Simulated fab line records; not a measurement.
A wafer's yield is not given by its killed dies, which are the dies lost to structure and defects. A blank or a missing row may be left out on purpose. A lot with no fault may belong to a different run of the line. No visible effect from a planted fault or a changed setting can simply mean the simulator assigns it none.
fab line records + flow n5Finfet + part 2 of 2: steps 4 to 6 of 6
record:
- lots: 20
- wafers: 60
- lastDay: 19
route steps=1938 shown BEOL_M2@879
lots with no fault: from the same line, run without faults
startH: hours from the record's opening day to when the first of the lot's shown wafers began + waitH: hours from the lot's prior step to this one + " same as the row above + L1.1+2: one row covering several wafers at once + - no value, or no start was given + * or withheld: withheld + < > ~ a bound
route shown NAME@n: a module of which the file shows steps, and the number in the route of the first + usual: mean/standard deviation of fault-free wafers + same: alike in all rows + chamber/n: place in a boat + sites: per-site readings + _std_site: how widely they spread, as a standard deviation + _edge_site: the outer-site mean with the inner-site mean subtracted + radiusMm: how far each site lies from the wafer's centre + mask NAME#n: copy n + behind: the tool/chamber that last shaped the wafer + hold: reason for holding the lot/hours on hold/outcome of the hold + device: the n, p or np transistor that did not switch + end of line: the route-end tests of the same wafers + where a step has no rows: the recipe by itself + killed: at the first sort, the dies lost to defects and structure; wafer yield is something else + map: the dies of a wafer, with x for killed, . for not killed, _ for no die there
set.NAME: the setting as run; set.NAME@STEP: as run at that earlier step + model.NAME: the simulator's own value behind a step, which no gauge read
steps of the route over a sample of lots; a table a step, a row a wafer
services: the hour from which a tool's chamber was out of use, counted from the record's first day as startH (under 0 if before that day), plus the number of hours and why
== steps ==
step: N5_BEOL_M2_SPUTTER_81
recipe:
- material: Cu
- targetThkA: 45
- tempC: -20
- chamberPressurePa: 0.07
- powerW: withheld
- timeS: 8.29
usual:
- chuckGasFlowSccm: 1.26/0.055
- chuckSensorTempC: -16.0/0.35
- throttleValvePct: 30.6/0.95
| lot.wafer | tool          | chamber | startH | waitH | chuckGasFlowSccm | chuckSensorTempC | throttleValvePct |
|-----------|---------------|---------|--------|-------|------------------|------------------|------------------|
| L074.2    | pvdSputter-01 | -       | 155.78 | 0.1   | 1.37             | -15.7            | 29.4             |
| L074.3    | "             | -       | "      | "     | 1.30             | -16.3            | 30.9             |
| L074.6    | "             | -       | "      | "     | 1.24             | -16.2            | 30.9             |
| L076.1    | pvdSputter-02 | -       | 159.00 | 0.1   | 1.21             | -16.6            | 32.5             |
| L076.4    | "             | -       | "      | "     | 1.26             | -15.7            | 30.0             |
| L076.5    | "             | -       | "      | "     | 1.21             | -16.6            | 32.5             |
| L077.3    | pvdSputter-01 | -       | 169.39 | 0.1   | 1.25             | -16.2            | 30.6             |
| L077.5    | "             | -       | "      | "     | 1.24             | -15.9            | 30.6             |
| L077.6    | "             | -       | "      | "     | 1.25             | -16.2            | 30.7             |
| L078.1    | pvdSputter-01 | -       | 172.31 | 0.1   | 1.28             | -16.3            | 30.9             |
| L078.2    | "             | -       | "      | "     | 1.29             | -15.8            | 29.8             |
| L078.3    | "             | -       | "      | "     | 1.15             | -15.5            | 32.1             |
| L079.2    | pvdSputter-02 | -       | 184.17 | 0.1   | 1.28             | -16.3            | 31.5             |
| L079.4    | "             | -       | "      | "     | 1.39             | -16.6            | 32.2             |
| L079.6    | "             | -       | "      | "     | 1.28             | -16.4            | 32.4             |
| L081.2    | pvdSputter-03 | -       | 189.83 | 0.1   | 1.31             | -16.3            | 30.8             |
| L081.3    | "             | -       | "      | "     | 1.28             | -15.9            | 30.6             |
| L081.5    | "             | -       | "      | "     | 1.27             | -16.0            | 31.5             |
| L080.1    | pvdSputter-01 | -       | 189.97 | 0.1   | 1.23             | -15.9            | 30.2             |
| L080.2    | "             | -       | "      | "     | 1.22             | -15.5            | 29.5             |
| L080.6    | "             | -       | "      | "     | 1.31             | -16.3            | 30.8             |
| L082.4    | pvdSputter-02 | -       | 191.97 | 0.1   | 1.33             | -16.0            | 30.4             |
| L082.5    | "             | -       | "      | "     | 1.30             | -16.1            | 30.4             |
| L082.6    | "             | -       | "      | "     | 1.21             | -16.4            | 31.3             |
| L083.2    | pvdSputter-01 | -       | 203.66 | 0.1   | 1.32             | -15.4            | 32.1             |
| L083.3    | "             | -       | "      | "     | 1.39             | -15.8            | 29.7             |
| L083.5    | "             | -       | "      | "     | 1.38             | -15.7            | 29.6             |
| L084.1    | pvdSputter-01 | -       | 205.50 | 0.1   | 1.29             | -16.4            | 31.0             |
| L084.4    | "             | -       | "      | "     | 1.32             | -15.8            | 29.6             |
| L084.6    | "             | -       | "      | "     | 1.25             | -16.4            | 30.9             |
| L085.2    | pvdSputter-01 | -       | 208.94 | 0.1   | 1.30             | -15.8            | 29.7             |
| L085.3    | "             | -       | "      | "     | 1.28             | -16.4            | 30.8             |
| L085.6    | "             | -       | "      | "     | 1.18             | -16.2            | 30.6             |
| L086.2    | pvdSputter-03 | -       | 234.66 | 0.1   | 1.26             | -16.3            | 30.7             |
| L086.3    | "             | -       | "      | "     | 1.31             | -15.9            | 30.3             |
| L086.4    | "             | -       | "      | "     | 1.20             | -15.6            | 28.6             |
| L088.2    | pvdSputter-01 | -       | 236.40 | 0.1   | 1.26             | -16.0            | 30.5             |
| L088.5    | "             | -       | "      | "     | 1.36             | -15.4            | 29.9             |
| L088.6    | "             | -       | "      | "     | 1.25             | -15.3            | 32.3             |
| L087.1    | pvdSputter-03 | -       | 239.64 | 0.1   | 1.19             | -15.5            | 28.4             |
| L087.2    | "             | -       | "      | "     | 1.23             | -16.0            | 30.1             |
| L087.6    | "             | -       | "      | "     | 1.24             | -16.1            | 30.4             |
| L090.2    | pvdSputter-03 | -       | 251.86 | 0.1   | 1.26             | -16.0            | 31.1             |
| L090.3    | "             | -       | "      | "     | 1.28             | -16.2            | 30.3             |
| L090.4    | "             | -       | "      | "     | 1.32             | -16.4            | 30.9             |
| L093.1    | pvdSputter-01 | -       | 274.98 | 0.1   | 1.34             | -15.6            | 29.8             |
| L093.2    | "             | -       | "      | "     | 1.14             | -16.2            | 30.8             |
| L093.4    | "             | -       | "      | "     | 1.22             | -15.5            | 31.8             |
| L094.1    | pvdSputter-01 | -       | 282.91 | 0.1   | 1.18             | -15.5            | 32.2             |
| L094.2    | "             | -       | "      | "     | 1.32             | -15.8            | 29.6             |
| L094.3    | "             | -       | "      | "     | 1.22             | -16.2            | 30.9             |
| L095.1    | pvdSputter-03 | -       | 295.10 | 0.1   | 1.20             | -16.4            | 31.0             |
| L095.4    | "             | -       | "      | "     | 1.21             | -16.1            | 31.5             |
| L095.5    | "             | -       | "      | "     | 1.23             | -16.4            | 30.8             |
| L096.3    | pvdSputter-02 | -       | 308.37 | 0.1   | 1.19             | -16.0            | 29.9             |
| L096.5    | "             | -       | "      | "     | 1.19             | -16.7            | 31.4             |
| L096.6    | "             | -       | "      | "     | 1.18             | -16.0            | 30.4             |
| L097.1    | pvdSputter-03 | -       | 312.60 | 0.1   | 1.28             | -15.6            | 28.8             |
| L097.5    | "             | -       | "      | "     | 1.24             | -16.0            | 30.6             |
| L097.6    | "             | -       | "      | "     | 1.39             | -15.6            | 28.7             |
step: N5_BEOL_M2_ANNEAL_91
recipe:
- tempC: 400
- timeS: 240
- ambient: vacuum
usual:
- heaterPowerW: 827/120
| lot.wafer | tool          | chamber | startH | waitH | heaterPowerW |
|-----------|---------------|---------|--------|-------|--------------|
| L074.2    | pvdSputter-01 | -       | 156.52 | 0.0   | 563          |
| L074.3    | "             | -       | "      | "     | 869          |
| L074.6    | "             | -       | "      | "     | 860          |
| L076.1    | pvdSputter-02 | -       | 159.74 | 0.0   | 821          |
| L076.4    | "             | -       | "      | "     | 1033         |
| L076.5    | "             | -       | "      | "     | 805          |
| L077.3    | pvdSputter-01 | -       | 170.13 | 0.0   | 882          |
| L077.5    | "             | -       | "      | "     | 888          |
| L077.6    | "             | -       | "      | "     | 867          |
| L078.1    | pvdSputter-01 | -       | 173.05 | 0.0   | 865          |
| L078.2    | "             | -       | "      | "     | 551          |
| L078.3    | "             | -       | "      | "     | 856          |
| L079.2    | pvdSputter-02 | -       | 184.91 | 0.0   | 858          |
| L079.4    | "             | -       | "      | "     | 821          |
| L079.6    | "             | -       | "      | "     | 812          |
| L081.2    | pvdSputter-03 | -       | 190.57 | 0.0   | 735          |
| L081.3    | "             | -       | "      | "     | 846          |
| L081.5    | "             | -       | "      | "     | 963          |
| L080.1    | pvdSputter-01 | -       | 190.71 | 0.0   | 897          |
| L080.2    | "             | -       | "      | "     | 568          |
| L080.6    | "             | -       | "      | "     | 913          |
| L082.4    | pvdSputter-02 | -       | 192.71 | 0.0   | 926          |
| L082.5    | "             | -       | "      | "     | 921          |
| L082.6    | "             | -       | "      | "     | 846          |
| L083.2    | pvdSputter-01 | -       | 204.40 | 0.0   | 850          |
| L083.3    | "             | -       | "      | "     | 553          |
| L083.5    | "             | -       | "      | "     | 560          |
| L084.1    | pvdSputter-01 | -       | 206.24 | 0.0   | 889          |
| L084.4    | "             | -       | "      | "     | 565          |
| L084.6    | "             | -       | "      | "     | 882          |
| L085.2    | pvdSputter-01 | -       | 209.68 | 0.0   | 559          |
| L085.3    | "             | -       | "      | "     | 862          |
| L085.6    | "             | -       | "      | "     | 871          |
| L086.2    | pvdSputter-03 | -       | 235.40 | 0.0   | 750          |
| L086.3    | "             | -       | "      | "     | 836          |
| L086.4    | "             | -       | "      | "     | 751          |
| L088.2    | pvdSputter-01 | -       | 237.14 | 0.0   | 896          |
| L088.5    | "             | -       | "      | "     | 560          |
| L088.6    | "             | -       | "      | "     | 858          |
| L087.1    | pvdSputter-03 | -       | 240.38 | 0.0   | 736          |
| L087.2    | "             | -       | "      | "     | 843          |
| L087.6    | "             | -       | "      | "     | 839          |
| L090.2    | pvdSputter-03 | -       | 252.60 | 0.0   | 938          |
| L090.3    | "             | -       | "      | "     | 846          |
| L090.4    | "             | -       | "      | "     | 738          |
| L093.1    | pvdSputter-01 | -       | 275.72 | 0.0   | 554          |
| L093.2    | "             | -       | "      | "     | 883          |
| L093.4    | "             | -       | "      | "     | 867          |
| L094.1    | pvdSputter-01 | -       | 283.65 | 0.0   | 848          |
| L094.2    | "             | -       | "      | "     | 552          |
| L094.3    | "             | -       | "      | "     | 879          |
| L095.1    | pvdSputter-03 | -       | 295.84 | 0.0   | 729          |
| L095.4    | "             | -       | "      | "     | 943          |
| L095.5    | "             | -       | "      | "     | 741          |
| L096.3    | pvdSputter-02 | -       | 309.11 | 0.0   | 907          |
| L096.5    | "             | -       | "      | "     | 841          |
| L096.6    | "             | -       | "      | "     | 924          |
| L097.1    | pvdSputter-03 | -       | 313.34 | 0.0   | 746          |
| L097.5    | "             | -       | "      | "     | 835          |
| L097.6    | "             | -       | "      | "     | 747          |
step: N5_BEOL_M2_CMP_52
recipe:
- stopOn: SiOC
- tOverpolishS: 6.8
- downForcePsi: 1
- platenRpm: 50
- clearingPlatenDownForcePsi: 1.5
- clearingPlatenRpm: 50
- postCmpClean: cuAlkaline
- targetThkNm: 40
- clearingPlatenPadVelocityMS: 0.99484
- padVelocityMS: 0.99484
usual:
- barrierFieldEndpointS: 24.8/0.59
- motorCurrentA: 5.8/0.54
- overpolishRunS: 6.800/0.0093
- padLifeWafers: 1122/390
- slurryFlowMlMin: 150.0/0.4
- timeToEndpointS: 63/3.2
| lot.wafer | tool   | chamber | startH | waitH | barrierFieldEndpointS | motorCurrentA | overpolishRunS | padLifeWafers | slurryFlowMlMin | timeToEndpointS |
|-----------|--------|---------|--------|-------|-----------------------|---------------|----------------|---------------|-----------------|-----------------|
| L074.3    | cmp-01 | 3       | 157.63 | 0.2   | 24.6                  | 5.3           | 6.810          | 859           | 150.2           | 69              |
| L074.2    | "      | 1       | "      | "     | 25.0                  | 6.4           | 6.795          | 861           | 150.0           | 66              |
| L074.6    | "      | 2       | "      | "     | 25.0                  | 5.5           | 6.808          | -             | 149.8           | 62              |
| L076.4    | cmp-01 | 2       | 160.89 | 0.2   | 23.7                  | 5.4           | 6.798          | 884           | 150.2           | 60              |
| L076.1    | "      | 3       | "      | "     | 25.5                  | 5.2           | 6.811          | 885           | 149.8           | 71              |
| L076.5    | "      | 1       | "      | "     | 25.0                  | 6.1           | 6.798          | -             | 150.4           | 66              |
| L077.3    | cmp-02 | 3       | 171.31 | 0.3   | 24.7                  | 6.2           | 6.785          | 501           | 149.6           | 63              |
| L077.6    | "      | 0       | "      | "     | 24.3                  | 6.8           | 6.802          | -             | 149.6           | 63              |
| L077.5    | "      | 1       | "      | "     | 24.4                  | 5.4           | 6.822          | -             | 149.4           | 63              |
| L078.3    | cmp-04 | 1       | 174.13 | 0.2   | 23.9                  | 6.4           | 6.785          | 858           | 150.1           | 59              |
| L078.1    | "      | 2       | "      | "     | 23.7                  | 5.8           | 6.783          | 859           | 149.5           | 57              |
| L078.2    | "      | 3       | "      | "     | 24.5                  | 6.3           | 6.800          | 860           | 150.1           | 60              |
| L079.4    | cmp-01 | 1       | 188.65 | 0.1   | 25.4                  | 5.7           | 6.804          | 1092          | 150.0           | 64              |
| L079.2    | "      | 2       | "      | "     | 24.5                  | 5.6           | 6.798          | 1093          | 150.5           | 63              |
| L079.6    | "      | 1       | "      | "     | 25.9                  | 5.8           | 6.796          | -             | 150.4           | 67              |
| L081.2    | cmp-02 | 2       | 193.46 | 0.3   | 24.5                  | 5.9           | 6.805          | 644           | 150.4           | 62              |
| L081.3    | "      | 3       | "      | "     | 25.4                  | 6.0           | 6.811          | 645           | 150.7           | 64              |
| L081.5    | "      | 0       | "      | "     | 25.4                  | 6.6           | 6.794          | -             | 150.7           | 67              |
| L080.1    | cmp-04 | 2       | 193.73 | 0.3   | 24.6                  | 5.7           | 6.807          | 998           | 150.0           | 59              |
| L080.2    | "      | 3       | "      | "     | 25.7                  | 6.4           | 6.801          | 999           | 150.1           | 67              |
| L080.6    | "      | 0       | "      | "     | 25.3                  | 5.0           | 6.794          | -             | 150.7           | 61              |
| L082.4    | cmp-02 | 1       | 195.28 | 0.1   | 25.4                  | 5.1           | 6.799          | 654           | 150.3           | 66              |
| L082.5    | "      | 1       | "      | "     | 24.7                  | 4.9           | 6.801          | -             | 150.3           | 65              |
| L082.6    | "      | 2       | "      | "     | 24.7                  | 5.9           | 6.797          | -             | 150.3           | 61              |
| L083.3    | cmp-02 | 2       | 206.74 | 0.2   | 24.6                  | 5.6           | 6.800          | 750           | 150.6           | 61              |
| L083.2    | "      | 0       | "      | "     | 24.5                  | 6.6           | 6.780          | 752           | 150.1           | 63              |
| L083.5    | "      | 2       | "      | "     | 24.4                  | 5.8           | 6.803          | -             | 150.1           | 61              |
| L084.1    | cmp-02 | 0       | 207.33 | 0.3   | 24.9                  | 6.7           | 6.795          | 756           | 149.7           | 66              |
| L084.4    | "      | 2       | "      | "     | 24.9                  | 5.5           | 6.808          | 758           | 149.5           | 60              |
| L084.6    | "      | 0       | "      | "     | 25.2                  | 6.7           | 6.794          | -             | 149.7           | 67              |
| L085.2    | cmp-01 | 1       | 211.46 | 0.3   | 24.6                  | 6.2           | 6.797          | 1310          | 150.0           | 65              |
| L085.3    | "      | 2       | "      | "     | 23.7                  | 5.2           | 6.782          | 1311          | 149.5           | 59              |
| L085.6    | "      | 3       | "      | "     | 25.5                  | 5.1           | 6.807          | -             | 149.9           | 66              |
| L086.2    | cmp-02 | 1       | 240.12 | 0.2   | 24.9                  | 5.2           | 6.796          | 1056          | 150.0           | 66              |
| L086.3    | "      | 3       | "      | "     | 24.6                  | 6.0           | 6.815          | 1058          | 150.7           | 63              |
| L086.4    | "      | 0       | "      | "     | 24.7                  | 6.8           | 6.786          | 1059          | 150.1           | 62              |
| L088.2    | cmp-04 | 1       | 242.10 | 0.2   | 23.0                  | 6.3           | 6.803          | 1224          | 151.0           | 57              |
| L088.5    | "      | 1       | "      | "     | 23.8                  | 6.1           | 6.815          | -             | 150.2           | 57              |
| L088.6    | "      | 2       | "      | "     | 23.6                  | 6.0           | 6.791          | -             | 149.4           | 58              |
| L087.2    | cmp-04 | 3       | 245.98 | 0.2   | 24.5                  | 6.8           | 6.803          | 1249          | 150.2           | 62              |
| L087.1    | "      | 1       | "      | "     | 24.1                  | 6.5           | 6.817          | 1251          | 150.4           | 60              |
| L087.6    | "      | 2       | "      | "     | 24.2                  | 5.5           | 6.807          | -             | 150.4           | 59              |
| L090.4    | cmp-01 | 2       | 254.66 | 0.1   | 25.1                  | 5.6           | 6.785          | 1602          | 149.9           | 60              |
| L090.2    | "      | 0       | "      | "     | 24.0                  | 5.1           | 6.809          | 1604          | 149.7           | 62              |
| L090.3    | "      | 1       | "      | "     | 25.1                  | 5.7           | 6.801          | 1605          | 150.4           | 63              |
| L093.1    | cmp-04 | 0       | 276.80 | 0.3   | 25.1                  | 5.1           | 6.807          | 1482          | 149.7           | 66              |
| L093.2    | "      | 2       | "      | "     | 25.2                  | 5.8           | 6.804          | 1484          | 149.5           | 65              |
| L093.4    | "      | 3       | "      | "     | 25.7                  | 6.7           | 6.809          | 1485          | 149.2           | 67              |
| L094.3    | cmp-02 | 2       | 284.72 | 0.2   | 23.9                  | 5.7           | 6.805          | 1440          | 150.3           | 60              |
| L094.1    | "      | 3       | "      | "     | 24.2                  | 6.3           | 6.797          | 1441          | 150.1           | 63              |
| L094.2    | "      | 1       | "      | "     | 24.7                  | 5.3           | 6.805          | 1443          | 149.9           | 64              |
| L095.4    | cmp-04 | 3       | 297.28 | 0.2   | 24.8                  | 6.6           | 6.809          | 1645          | 150.1           | 65              |
| L095.1    | "      | 1       | "      | "     | 24.9                  | 6.2           | 6.797          | 1647          | 150.1           | 65              |
| L095.5    | "      | 3       | "      | "     | 25.1                  | 6.7           | 6.811          | -             | 150.4           | 68              |
| L096.3    | cmp-04 | 0       | 310.27 | 0.3   | 25.5                  | 5.2           | 6.807          | 1754          | 150.7           | 71              |
| L096.6    | "      | 2       | "      | "     | 25.8                  | 5.8           | 6.785          | -             | 149.9           | 66              |
| L096.5    | "      | 3       | "      | "     | 25.6                  | 6.6           | 6.808          | -             | 150.0           | 69              |
| L097.1    | cmp-02 | 2       | 314.48 | 0.3   | 24.4                  | 5.7           | 6.788          | 1688          | 150.4           | 62              |
| L097.5    | "      | 0       | "      | "     | 24.5                  | 6.5           | 6.805          | -             | 150.4           | 67              |
| L097.6    | "      | 1       | "      | "     | 25.5                  | 5.1           | 6.795          | -             | 149.6           | 66              |
== services ==
| tool          | chamber | startH | hours | kind                         |
|---------------|---------|--------|-------|------------------------------|
| rieDiel-04    | 0       | 120.85 | 5.2   | repair                       |
| cmp-02        | -       | 132.78 | 1.0   | repair                       |
| rieDiel-04    | 1       | 135.28 | -     | clean                        |
| rieDiel-04    | 1       | 135.28 | -     | consumableReplace:focusRing  |
| rieDiel-04    | 1       | 135.28 | 16.8  | scheduledDown                |
| rieDiel-04    | 1       | 135.28 | 16.8  | ventCycle                    |
| pvdSputter-03 | -       | 168.35 | 2.5   | repair                       |
| cmp-02        | -       | 190.77 | 2.5   | repair                       |
| cmp-04        | -       | 204.99 | 14.7  | pm                           |
| cmp-04        | -       | 231.45 | 1.2   | repair                       |
| cmp-01        | -       | 237.79 | 4.5   | repair                       |
| rieDiel-05    | -       | 238.15 | 0.8   | repair                       |
| rieDiel-04    | 0       | 238.47 | -     | clean                        |
| rieDiel-04    | 0       | 238.47 | -     | consumableReplace:focusRing  |
| rieDiel-04    | 0       | 238.47 | 12.6  | scheduledDown                |
| rieDiel-04    | 0       | 238.47 | 12.6  | ventCycle                    |
| pvdSputter-03 | -       | 256.81 | 10.5  | repair                       |
| cmp-01        | -       | 271.38 | 4.5   | repair                       |
| rieDiel-04    | 2       | 272.93 | -     | clean                        |
| rieDiel-04    | 2       | 272.93 | -     | consumableReplace:focusRing  |
| rieDiel-04    | 2       | 272.93 | -     | consumableReplace:showerhead |
| rieDiel-04    | -       | 292.12 | 28.1  | pm                           |
| cmp-01        | -       | 311.58 | 2.0   | repair                       |
| cmp-04        | -       | 313.29 | 1.4   | repair                       |
